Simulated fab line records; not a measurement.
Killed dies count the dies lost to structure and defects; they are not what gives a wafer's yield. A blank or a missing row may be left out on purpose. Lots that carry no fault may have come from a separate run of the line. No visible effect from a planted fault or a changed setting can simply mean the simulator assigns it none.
fab line records	flow nand_harc	part 1 of 2: steps 1 to 21 of 27
record lots=5	wafers=15	last_day=22
route steps=1159 shown A_STAIRCASE@568
lots untouched by any fault: they come from a run of this same line in which no faults occurred
start_h: the number of hours between the record's first day and the start of the first shown wafer of the lot	wait_h: how many hours have passed since the lot's step before this one	" identical to the entry in the row above	L1.1+2: several wafers, shown together as one row	- no value, or no start was given	* or withheld: withheld	< > ~ a bound
route shown NAME@n: a module of which the file shows steps, and the number in the route of the first	usual: mean/standard deviation of fault-free wafers	same: alike in all rows	chamber/n: place in a boat	sites: the reading at each site	_std_site: the standard deviation of these	_edge_site: inner sites' mean taken away from outer sites' mean	radius_mm: for every site, how far away it sits from the centre of the wafer	mask NAME#n: copy n	behind: the most recent tool/chamber to have shaped the wafer	hold: what put the lot on hold/how long, in hours/how the hold closed	device: transistor that didn't switch, given as n, p or np	end of line: the same wafers' tests at the end of the route	step lacking rows: just its recipe	killed: at the first sort, the dies lost to defects and structure; wafer yield is something else	map: a wafer's dies, x killed, . not, _ none there
set.NAME: the setting as run; set.NAME@STEP: as run at that earlier step	model.NAME: the simulator's own value behind a step, which no gauge read
lots seen at some steps along the route; tables by step, rows by wafer
services: the hour from which a tool's chamber was out of use, counted from the record's first day as start_h (under 0 if before that day), plus the number of hours and why
## steps
# step NHARC_A_STAIRCASE_PRECLEAN_149
# recipe time_s=*	temp_c=50	bath_age_min=0	chemistry=SC1
lot.wafer	tool	chamber	start_h	wait_h
L081.6+4+2	wet_bench-02	6,7,0	-	-
L082.6+3+1	wet_bench-05	1,2,3	-	-
L086.6+3+5	wet_bench-02	0,3,4	-	-
L088.6+5+2	wet_bench-02	5,7,0	-	-
L087.5+1+6	wet_bench-02	5,7,1	-	-
# step NHARC_A_STAIRCASE_SRD_150
lot.wafer	tool	chamber	start_h	wait_h
L081.6+4+2	wet_bench-02	6,7,0	-	-
L082.6+3+1	wet_bench-05	1,2,3	-	-
L086.6+3+5	wet_bench-02	0,3,4	-	-
L088.6+5+2	wet_bench-02	5,7,0	-	-
L087.5+1+6	wet_bench-02	5,7,1	-	-
# step NHARC_A_STAIRCASE_DEHYDRATE_176
# recipe temp_c=150	time_s=120
lot.wafer	tool	chamber	start_h	wait_h
L081.2+4+6	litho_track-05	0	277.11	-
L082.1+3+6	litho_track-07	0	286.16	-
L086.3+5+6	litho_track-05	0	307.28	-
L088.2+5+6	litho_track-07	0	307.63	-
L087.1+5+6	litho_track-07	0	315.34	-
# step NHARC_A_STAIRCASE_HMDS_177
# recipe time_s=30
lot.wafer	tool	chamber	start_h	wait_h
L081.2+4+6	litho_track-05	0	-	-
L082.1+3+6	litho_track-07	0	-	-
L086.3+5+6	litho_track-05	0	-	-
L088.2+5+6	litho_track-07	0	-	-
L087.1+5+6	litho_track-07	0	-	-
# step NHARC_A_STAIRCASE_COAT_178
# recipe spin_rpm=1200
lot.wafer	tool	chamber	start_h	wait_h
L081.2+4+6	litho_track-05	0	-	-
L082.1+3+6	litho_track-07	0	-	-
L086.3+5+6	litho_track-05	0	-	-
L088.2+5+6	litho_track-07	0	-	-
L087.1+5+6	litho_track-07	0	-	-
# step NHARC_A_STAIRCASE_SOFTBAKE_179
# recipe temp_c=135	time_s=170
lot.wafer	tool	chamber	start_h	wait_h
L081.2+4+6	litho_track-05	0	-	-
L082.1+3+6	litho_track-07	0	-	-
L086.3+5+6	litho_track-05	0	-	-
L088.2+5+6	litho_track-07	0	-	-
L087.1+5+6	litho_track-07	0	-	-
# step NHARC_A_STAIRCASE_EBR_180
lot.wafer	tool	chamber	start_h	wait_h
L081.2+4+6	litho_track-05	0	-	-
L082.1+3+6	litho_track-07	0	-	-
L086.3+5+6	litho_track-05	0	-	-
L088.2+5+6	litho_track-07	0	-	-
L087.1+5+6	litho_track-07	0	-	-
# step NHARC_A_STAIRCASE_EXPOSE_181
# recipe na=0.5	dose_mj=27.87	mask_id=STAIR_2
lot.wafer	tool	chamber	start_h	wait_h	mask
L081.2+4+6	krf_scanner-02	0	277.46	-	STAIR_2#0
L082.1+3+6	krf_scanner-02	0	286.60	-	STAIR_2#0
L086.3+5+6	krf_scanner-02	0	307.62	-	STAIR_2#0
L088.2+5+6	krf_scanner-01	0	307.98	-	STAIR_2#0
L087.1+5+6	krf_scanner-01	0	315.55	-	STAIR_2#0
# step NHARC_A_STAIRCASE_PEB_182
# recipe peb_temp_c=115	peb_time_s=130
lot.wafer	tool	chamber	start_h	wait_h
L081.2+4+6	litho_track-05	0	277.52	0.1
L082.1+3+6	litho_track-05	0	286.66	0.1
L086.3+5+6	litho_track-05	0	307.68	0.1
L088.2+5+6	litho_track-05	0	308.04	0.1
L087.1+5+6	litho_track-07	0	315.61	0.1
# step NHARC_A_STAIRCASE_DEVELOP_183
# recipe time_s=140
lot.wafer	tool	chamber	start_h	wait_h
L081.2+4+6	litho_track-05	0	-	-
L082.1+3+6	litho_track-05	0	-	-
L086.3+5+6	litho_track-05	0	-	-
L088.2+5+6	litho_track-05	0	-	-
L087.1+5+6	litho_track-07	0	-	-
# step NHARC_A_STAIRCASE_HARDBAKE_185
# recipe temp_c=120	time_s=140
lot.wafer	tool	chamber	start_h	wait_h
L081.2+4+6	litho_track-05	0	277.74	-
L082.1+3+6	litho_track-03	0	286.89	-
L086.3+5+6	litho_track-05	0	307.90	-
L088.2+5+6	litho_track-07	0	308.27	-
L087.1+5+6	litho_track-07	0	315.83	-
# step NHARC_A_STAIRCASE_DESCUM_186
# recipe time_s=3	o2_flow_sccm=200	ar_flow_sccm=0	bias_power_w=0	chemistry=O2
# usual chamber_pressure_mTorr=60.00/0.053	drypump_motor_current_A=5.7/0.36	oes_product_au=0.998/0.0091	rf_vpp_V=57.8/1	showerhead_plenum_p_Torr=1.89/0.068	throttle_valve_pct=11.312/0.0091
# same bias_power_w=0
lot.wafer	tool	chamber	start_h	wait_h	chamber_pressure_mTorr	drypump_motor_current_A	oes_product_au	rf_hours_counter_h	rf_vpp_V	showerhead_plenum_p_Torr	throttle_valve_pct
L081.4	rie_diel-04	1	277.84	-	60.01	5.5	0.992	55	59.7	2.02	11.314
L081.2	"	0	"	"	60.07	6.1	0.991	56	58.5	1.93	11.311
L081.6	"	1	"	"	59.99	5.5	0.985	-	58.5	2.02	11.333
L082.1	rie_diel-13	3	286.99	-	59.98	5.6	0.994	0	59.3	1.87	11.318
L082.3	"	2	"	"	60.04	5.6	0.992	1	59.4	1.99	11.307
L082.6	"	0	"	"	60.07	5.5	0.982	-	57.7	1.82	11.315
L086.3	rie_diel-04	1	308.01	-	60.00	5.5	1.000	3	58.5	2.02	11.323
L086.5	"	2	"	"	60.00	5.4	0.984	-	57.6	1.82	11.303
L086.6	"	3	"	"	59.99	6.1	0.991	-	57.0	1.99	11.310
L088.2	rie_diel-13	3	308.37	-	60.02	5.6	1.010	10	56.9	1.87	11.316
L088.6	"	1	"	"	60.04	5.2	1.007	-	57.1	1.87	11.303
L088.5	"	2	"	"	60.01	5.6	1.012	-	58.5	1.98	11.318
L087.1	rie_diel-13	2	316.03	-	59.98	5.6	1.006	13	57.6	1.98	11.320
L087.5	"	0	"	"	60.08	5.5	1.003	-	57.0	1.82	11.309
L087.6	"	1	"	"	60.05	5.2	0.999	-	56.8	1.87	11.324
# step NHARC_A_STAIRCASE_TRIM_187
# recipe time_s=211.2	o2_flow_sccm=500	ar_flow_sccm=0	bias_w=0	chemistry=O2
# usual chamber_pressure_mTorr=60.00/0.057	drypump_motor_current_A=5.8/0.34	oes_product_au=0.998/0.0091	rf_vpp_V=57.8/0.86	showerhead_plenum_p_Torr=3.50/0.12	throttle_valve_pct=17.037/0.0085
lot.wafer	tool	chamber	start_h	wait_h	chamber_pressure_mTorr	drypump_motor_current_A	oes_product_au	rf_hours_counter_h	rf_vpp_V	showerhead_plenum_p_Torr	throttle_valve_pct
L081.4	rie_diel-04	1	277.93	0.1	60.09	5.5	0.981	55	59.3	3.71	17.041
L081.2	"	2	"	"	60.05	5.4	1.003	57	57.5	3.37	17.029
L081.6	"	0	"	"	59.98	6.1	0.984	-	58.0	3.56	17.030
L082.3	rie_diel-13	2	287.07	0.1	59.94	5.6	1.003	1	58.3	3.66	17.040
L082.1	"	1	"	"	59.97	5.2	1.000	1	58.1	3.46	17.038
L082.6	"	3	"	"	59.95	5.7	0.995	-	58.4	3.45	17.032
L086.3	rie_diel-04	0	308.08	0.1	59.99	6.1	0.983	4	56.9	3.56	17.040
L086.6	"	3	"	"	59.99	6.1	0.993	-	57.4	3.66	17.029
L086.5	"	0	"	"	59.97	6.1	0.987	-	58.8	3.56	17.023
L088.2	rie_diel-13	3	308.49	0.1	60.04	5.6	0.997	11	56.4	3.45	17.025
L088.5	"	3	"	"	59.98	5.6	1.013	-	58.7	3.45	17.028
L088.6	"	0	"	"	59.91	5.5	0.997	-	58.1	3.37	17.041
L087.1	rie_diel-13	1	316.20	0.2	59.99	5.2	1.007	14	57.8	3.45	17.028
L087.5	"	2	"	"	60.02	5.6	0.996	-	57.5	3.65	17.041
L087.6	"	3	"	"	59.99	5.6	1.003	-	57.9	3.44	17.025
# step NHARC_A_STAIRCASE_ETCH_188
# recipe target_depth_a=1000	time_s=40.5	ion_energy_ev=400	c4f8_flow_sccm=20	o2_flow_sccm=10	ar_flow_sccm=withheld	rf_w=600	bias_w=1000	chemistry=C4F8/O2
# usual chamber_pressure_mTorr=24.999/0.022	oes_product_au=0.936/0.012	rf_vpp_V=895/4.3
lot.wafer	tool	chamber	start_h	wait_h	chamber_pressure_mTorr	oes_product_au	rf_hours_counter_h	rf_vpp_V
L081.2	rie_diel-04	3	-	-	25.013	0.933	59	899
L081.4	"	2	"	"	24.999	0.940	57	891
L081.6	"	3	"	"	25.016	0.939	-	900
L082.1	rie_diel-13	0	-	-	25.019	0.926	0	891
L082.3	"	1	"	"	24.979	0.943	1	891
L082.6	"	3	"	"	25.029	0.939	-	892
L086.3	rie_diel-04	3	-	-	24.997	0.937	3	901
L086.5	"	1	"	"	25.002	0.953	-	902
L086.6	"	2	"	"	24.984	0.946	-	891
L088.2	rie_diel-13	1	-	-	24.978	0.942	11	894
L088.5	"	0	"	"	24.978	0.930	-	889
L088.6	"	1	"	"	24.977	0.937	-	893
L087.1	rie_diel-13	1	-	-	24.992	0.934	14	893
L087.5	"	2	"	"	25.015	0.932	-	900
L087.6	"	3	"	"	25.028	0.920	-	893
# step NHARC_A_STAIRCASE_TRIM_189
# recipe time_s=211.2	o2_flow_sccm=500	ar_flow_sccm=0	bias_w=0	chemistry=O2
# usual chamber_pressure_mTorr=60.00/0.057	drypump_motor_current_A=5.7/0.36	oes_product_au=0.999/0.0097	rf_vpp_V=57.6/0.92	showerhead_plenum_p_Torr=3.49/0.12	throttle_valve_pct=17.036/0.0088
lot.wafer	tool	chamber	start_h	wait_h	chamber_pressure_mTorr	drypump_motor_current_A	oes_product_au	rf_hours_counter_h	rf_vpp_V	showerhead_plenum_p_Torr	throttle_valve_pct
L081.2	rie_diel-04	1	-	-	59.92	5.5	0.994	55	58.3	3.71	17.026
L081.4	"	3	"	"	60.01	6.1	0.997	59	58.6	3.66	17.035
L081.6	"	1	"	"	60.00	5.5	0.993	-	60.0	3.71	17.037
L082.1	rie_diel-13	1	-	-	59.98	5.2	1.006	1	57.7	3.46	17.032
L082.3	"	3	"	"	60.02	5.6	1.001	0	57.1	3.45	17.049
L082.6	"	1	"	"	59.95	5.2	1.011	-	56.7	3.46	17.026
L086.3	rie_diel-04	3	-	-	60.01	6.0	0.992	3	58.7	3.66	17.034
L086.6	"	1	"	"	59.98	5.5	1.004	-	58.8	3.70	17.028
L086.5	"	2	"	"	60.05	5.4	1.005	-	57.8	3.36	17.028
L088.2	rie_diel-13	2	-	-	60.03	5.6	0.995	10	58.4	3.65	17.053
L088.6	"	0	"	"	59.99	5.5	0.984	-	58.6	3.37	17.027
L088.5	"	1	"	"	59.86	5.2	0.998	-	58.1	3.45	17.035
L087.1	rie_diel-13	3	-	-	60.08	5.6	1.003	16	57.9	3.44	17.028
L087.5	"	0	"	"	59.98	5.4	0.994	-	55.9	3.36	17.039
L087.6	"	1	"	"	60.10	5.2	1.009	-	57.2	3.45	17.045
# step NHARC_A_STAIRCASE_ETCH_190
# recipe target_depth_a=1000	time_s=40.5	ion_energy_ev=400	c4f8_flow_sccm=20	o2_flow_sccm=10	ar_flow_sccm=withheld	rf_w=600	bias_w=1000	chemistry=C4F8/O2
# usual chamber_pressure_mTorr=25.00/0.039	oes_product_au=0.939/0.011	rf_vpp_V=895/4.5
lot.wafer	tool	chamber	start_h	wait_h	chamber_pressure_mTorr	oes_product_au	rf_hours_counter_h	rf_vpp_V
L081.2	rie_diel-04	0	-	-	25.01	0.954	57	897
L081.4	"	2	"	"	25.01	0.954	57	891
L081.6	"	3	"	"	24.95	0.947	-	902
L082.1	rie_diel-13	1	-	-	24.99	0.936	1	892
L082.3	"	2	"	"	25.02	0.948	1	900
L082.6	"	2	"	"	24.97	0.928	-	901
L086.3	rie_diel-04	2	-	-	25.04	0.941	3	889
L086.5	"	1	"	"	25.01	0.935	-	904
L086.6	"	2	"	"	24.98	0.940	-	891
L088.2	rie_diel-13	1	-	-	24.99	0.935	11	894
L088.5	"	0	"	"	24.98	0.936	-	890
L088.6	"	1	"	"	24.97	0.941	-	893
L087.1	rie_diel-13	1	-	-	25.04	0.936	15	893
L087.5	"	2	"	"	25.02	0.957	-	901
L087.6	"	3	"	"	24.98	0.943	-	893
# step NHARC_A_STAIRCASE_TRIM_191
# recipe time_s=211.2	o2_flow_sccm=500	ar_flow_sccm=0	bias_w=0	chemistry=O2
# usual chamber_pressure_mTorr=60.00/0.057	drypump_motor_current_A=5.7/0.35	oes_product_au=0.997/0.0086	rf_vpp_V=57.7/0.92	showerhead_plenum_p_Torr=3.49/0.12	throttle_valve_pct=17.036/0.0092
lot.wafer	tool	chamber	start_h	wait_h	chamber_pressure_mTorr	drypump_motor_current_A	oes_product_au	rf_hours_counter_h	rf_vpp_V	showerhead_plenum_p_Torr	throttle_valve_pct
L081.4	rie_diel-04	2	-	-	60.02	5.4	0.997	57	58.6	3.37	17.029
L081.2	"	0	"	"	60.03	6.1	0.990	57	59.9	3.56	17.026
L081.6	"	2	"	"	59.98	5.4	0.994	-	58.6	3.37	17.039
L082.1	rie_diel-13	1	-	-	60.00	5.2	1.005	1	59.4	3.46	17.038
L082.3	"	2	"	"	59.86	5.6	1.015	1	56.4	3.65	17.027
L082.6	"	0	"	"	60.01	5.5	0.997	-	57.7	3.37	17.038
L086.3	rie_diel-04	3	-	-	60.01	6.1	0.997	3	58.8	3.66	17.034
L086.5	"	3	"	"	60.06	6.1	0.997	-	57.3	3.66	17.028
L086.6	"	0	"	"	60.04	6.1	0.984	-	58.4	3.56	17.032
L088.2	rie_diel-13	1	-	-	60.00	5.2	0.989	11	56.4	3.46	17.027
L088.6	"	3	"	"	59.92	5.6	0.988	-	56.2	3.45	17.037
L088.5	"	0	"	"	60.04	5.5	0.989	-	57.3	3.37	17.047
L087.1	rie_diel-13	3	-	-	59.99	5.6	0.979	16	57.0	3.44	17.023
L087.5	"	3	"	"	59.96	5.6	0.990	-	58.0	3.44	17.045
L087.6	"	0	"	"	60.05	5.4	0.988	-	57.2	3.36	17.046
# step NHARC_A_STAIRCASE_ETCH_192
# recipe target_depth_a=1000	time_s=40.5	ion_energy_ev=400	c4f8_flow_sccm=20	o2_flow_sccm=10	ar_flow_sccm=withheld	rf_w=600	bias_w=1000	chemistry=C4F8/O2
# usual chamber_pressure_mTorr=24.999/0.024	oes_product_au=0.938/0.011	rf_vpp_V=895/4.3
lot.wafer	tool	chamber	start_h	wait_h	chamber_pressure_mTorr	oes_product_au	rf_hours_counter_h	rf_vpp_V
L081.2	rie_diel-04	1	-	-	24.993	0.935	55	902
L081.4	"	3	"	"	25.051	0.934	60	900
L081.6	"	1	"	"	24.980	0.924	-	902
L082.3	rie_diel-13	1	-	-	25.016	0.938	1	894
L082.1	"	0	"	"	25.016	0.941	1	890
L082.6	"	1	"	"	25.020	0.951	-	894
L086.3	rie_diel-04	3	-	-	25.008	0.938	3	900
L086.6	"	1	"	"	24.990	0.938	-	902
L086.5	"	2	"	"	24.974	0.926	-	890
L088.2	rie_diel-13	0	-	-	24.958	0.930	12	890
L088.5	"	3	"	"	25.018	0.941	-	894
L088.6	"	0	"	"	24.997	0.927	-	890
L087.1	rie_diel-13	3	-	-	24.990	0.938	16	893
L087.6	"	1	"	"	25.008	0.944	-	893
L087.5	"	2	"	"	24.962	0.952	-	900
# step NHARC_A_STAIRCASE_TRIM_193
# recipe time_s=211.2	o2_flow_sccm=500	ar_flow_sccm=0	bias_w=0	chemistry=O2
# usual chamber_pressure_mTorr=59.99/0.054	drypump_motor_current_A=5.7/0.35	oes_product_au=0.999/0.01	rf_vpp_V=57.6/0.83	showerhead_plenum_p_Torr=3.49/0.12	throttle_valve_pct=17.036/0.0089
lot.wafer	tool	chamber	start_h	wait_h	chamber_pressure_mTorr	drypump_motor_current_A	oes_product_au	rf_hours_counter_h	rf_vpp_V	showerhead_plenum_p_Torr	throttle_valve_pct
L081.2	rie_diel-04	1	-	-	60.05	5.5	0.983	55	58.8	3.71	17.042
L081.4	"	0	"	"	59.94	6.1	0.995	57	57.7	3.56	17.050
L081.6	"	1	"	"	60.00	5.5	0.993	-	57.7	3.71	17.033
L082.1	rie_diel-13	1	-	-	59.95	5.2	0.998	1	58.2	3.46	17.025
L082.3	"	2	"	"	60.03	5.7	1.015	1	58.3	3.65	17.055
L082.6	"	0	"	"	60.08	5.5	0.985	-	57.8	3.37	17.039
L086.3	rie_diel-04	2	-	-	59.85	5.4	0.989	3	58.4	3.36	17.027
L086.5	"	3	"	"	59.95	6.1	0.989	-	58.8	3.66	17.057
L086.6	"	0	"	"	59.97	6.1	0.983	-	58.2	3.56	17.036
L088.2	rie_diel-13	0	-	-	60.06	5.5	0.986	12	57.1	3.37	17.031
L088.6	"	2	"	"	60.01	5.7	1.008	-	57.5	3.65	17.041
L088.5	"	3	"	"	59.96	5.6	0.991	-	57.8	3.45	17.016
L087.1	rie_diel-13	3	-	-	59.96	5.6	1.008	16	57.9	3.44	17.047
L087.5	"	3	"	"	60.02	5.7	1.004	-	55.3	3.44	17.035
L087.6	"	0	"	"	59.99	5.5	1.003	-	58.3	3.36	17.031
# step NHARC_A_STAIRCASE_ETCH_194
# recipe target_depth_a=1000	time_s=40.5	ion_energy_ev=400	c4f8_flow_sccm=20	o2_flow_sccm=10	ar_flow_sccm=withheld	rf_w=600	bias_w=1000	chemistry=C4F8/O2
# usual chamber_pressure_mTorr=25.000/0.025	oes_product_au=0.937/0.012	rf_vpp_V=895/4.3
lot.wafer	tool	chamber	start_h	wait_h	chamber_pressure_mTorr	oes_product_au	rf_hours_counter_h	rf_vpp_V
L081.2	rie_diel-04	0	-	-	24.987	0.928	57	895
L081.4	"	1	"	"	24.967	0.926	56	903
L081.6	"	2	"	"	25.019	0.933	-	892
L082.3	rie_diel-13	2	-	-	24.985	0.953	1	902
L082.1	"	3	"	"	25.010	0.940	1	894
L082.6	"	1	"	"	25.012	0.938	-	891
L086.3	rie_diel-04	0	-	-	25.008	0.926	5	897
L086.6	"	3	"	"	24.977	0.922	-	900
L086.5	"	0	"	"	24.991	0.924	-	898
L088.2	rie_diel-13	1	-	-	24.955	0.920	12	893
L088.5	"	0	"	"	25.032	0.912	-	890
L088.6	"	1	"	"	25.004	0.925	-	893
L087.1	rie_diel-13	0	-	-	24.972	0.944	16	891
L087.5	"	3	"	"	24.992	0.941	-	893
L087.6	"	0	"	"	24.970	0.920	-	891
# step NHARC_A_STAIRCASE_TRIM_196
# recipe time_s=211.2	o2_flow_sccm=500	ar_flow_sccm=0	bias_w=0	chemistry=O2
# usual chamber_pressure_mTorr=60.00/0.063	drypump_motor_current_A=5.7/0.35	oes_product_au=0.997/0.01	rf_vpp_V=57.7/0.8	showerhead_plenum_p_Torr=3.51/0.12	throttle_valve_pct=17.036/0.0094
lot.wafer	tool	chamber	start_h	wait_h	chamber_pressure_mTorr	drypump_motor_current_A	oes_product_au	rf_hours_counter_h	rf_vpp_V	showerhead_plenum_p_Torr	throttle_valve_pct
L081.4	rie_diel-04	3	279.01	0.1	59.94	6.1	0.991	60	59.3	3.66	17.031
L081.2	"	2	"	"	59.97	5.4	1.002	58	58.0	3.37	17.035
L081.6	"	0	"	"	59.90	6.1	0.987	-	57.1	3.56	17.031
L082.3	rie_diel-13	2	288.39	0.1	60.07	5.7	0.999	1	57.6	3.65	17.029
L082.1	"	0	"	"	60.05	5.5	0.979	1	56.8	3.37	17.036
L082.6	"	1	"	"	59.98	5.2	1.000	-	59.3	3.46	17.036
L086.3	rie_diel-04	2	309.88	0.3	60.01	5.4	0.992	4	58.4	3.36	17.042
L086.5	"	3	"	"	60.02	6.1	0.990	-	58.5	3.66	17.033
L086.6	"	0	"	"	60.01	6.1	0.979	-	59.0	3.56	17.035
L088.2	rie_diel-13	3	310.68	0.1	59.97	5.6	1.004	12	56.2	3.45	17.055
L088.5	"	0	"	"	59.97	5.5	0.993	-	55.7	3.37	17.043
L088.6	"	1	"	"	59.98	5.2	1.016	-	57.7	3.45	17.024
L087.1	rie_diel-04	2	318.68	0.1	59.92	5.4	0.995	10	58.6	3.36	17.016
L087.6	"	3	"	"	60.11	6.1	0.991	-	58.1	3.65	17.021
L087.5	"	0	"	"	59.99	6.1	0.980	-	58.1	3.55	17.023
